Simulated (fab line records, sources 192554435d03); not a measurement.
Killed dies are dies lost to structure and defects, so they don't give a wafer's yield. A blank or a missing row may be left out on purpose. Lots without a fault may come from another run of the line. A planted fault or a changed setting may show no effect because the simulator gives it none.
Chamber matching | flow n5_finfet | N5_BEOL_M5_ETCH_67 on rie_diel-06: 4 sister chambers
The step etches SiARC in CF4, target depth 15.6 nm, time 26 s. 14 wafers are shown with their chamber, then 7 later ones without.

WAFERS WITH THEIR CHAMBER
wafer  | chamber | drypump_motor_current_A (A) | throttle_valve_pct (%) | showerhead_plenum_p_Torr (Torr)
L076.1 | 0       | 5.2                         | 15.37                  | 2.11
L076.2 | 2       | 6.5                         | 15.47                  | 2.05
L076.4 | 1       | 5.6                         | 16.04                  | 2.21
L079.1 | 1       | 5.6                         | 16.05                  | 2.21
L079.3 | 3       | 5.5                         | 15.93                  | 2.13
L079.5 | 3       | 5.5                         | 15.93                  | 2.13
L081.2 | 1       | 5.6                         | 16.06                  | 2.20
L081.5 | 0       | 5.2                         | 15.38                  | 2.11
L081.6 | 3       | 5.5                         | 15.95                  | 2.12
L086.2 | 3       | 5.4                         | 15.97                  | 2.12
L086.3 | 1       | 5.6                         | 16.09                  | 2.20
L086.4 | 2       | 6.5                         | 15.52                  | 2.05
L087.1 | 1       | 5.6                         | 16.10                  | 2.20
L087.4 | 2       | 6.4                         | 15.52                  | 2.04

SIGNATURES (means of the wafers above)
reading                  | chamber 0 | chamber 1 | chamber 2 | chamber 3 | scatter within a chamber
drypump_motor_current_A  | 5.200     | 5.600     | 6.467     | 5.475     | 0.0376
throttle_valve_pct       | 15.3750   | 16.0680   | 15.5033   | 15.9450   | 0.0234
showerhead_plenum_p_Torr | 2.1100    | 2.2040    | 2.0467    | 2.1250    | 0.00535
Rule: a wafer's distance from a chamber is the root of the sum, over the readings, of the square of ((its reading less the chamber's mean) divided by the reading's scatter). The wafer belongs to the nearest chamber; if the next one is less than 2 further off, it can't be placed. The scatter: the root of (the sum of the squares of (reading less its chamber's mean) over the shown wafers, divided by (wafers less chambers)).

WAFERS WITHOUT THEIR CHAMBER
wafer  | drypump_motor_current_A (A) | throttle_valve_pct (%) | showerhead_plenum_p_Torr (Torr)
L087.6 | 5.5                         | 15.98                  | 2.12
L093.3 | 6.4                         | 15.54                  | 2.04
L093.4 | 5.2                         | 15.44                  | 2.10
L093.5 | 5.6                         | 16.09                  | 2.20
L096.2 | 5.4                         | 16.00                  | 2.11
L096.3 | 6.5                         | 15.54                  | 2.04
L096.6 | 5.4                         | 16.02                  | 2.11

WHICH CHAMBER EACH WENT THROUGH
wafer  | from the rows above | in truth
L087.6 | 3                   | 3
L093.3 | 2                   | 2
L093.4 | 0                   | 0
L093.5 | 1                   | 1
L096.2 | 3                   | 3
L096.3 | 2                   | 2
L096.6 | 3                   | 3
Placed correctly: 7 of 7. Can't be placed from these rows: 0. Placed wrongly: 0.
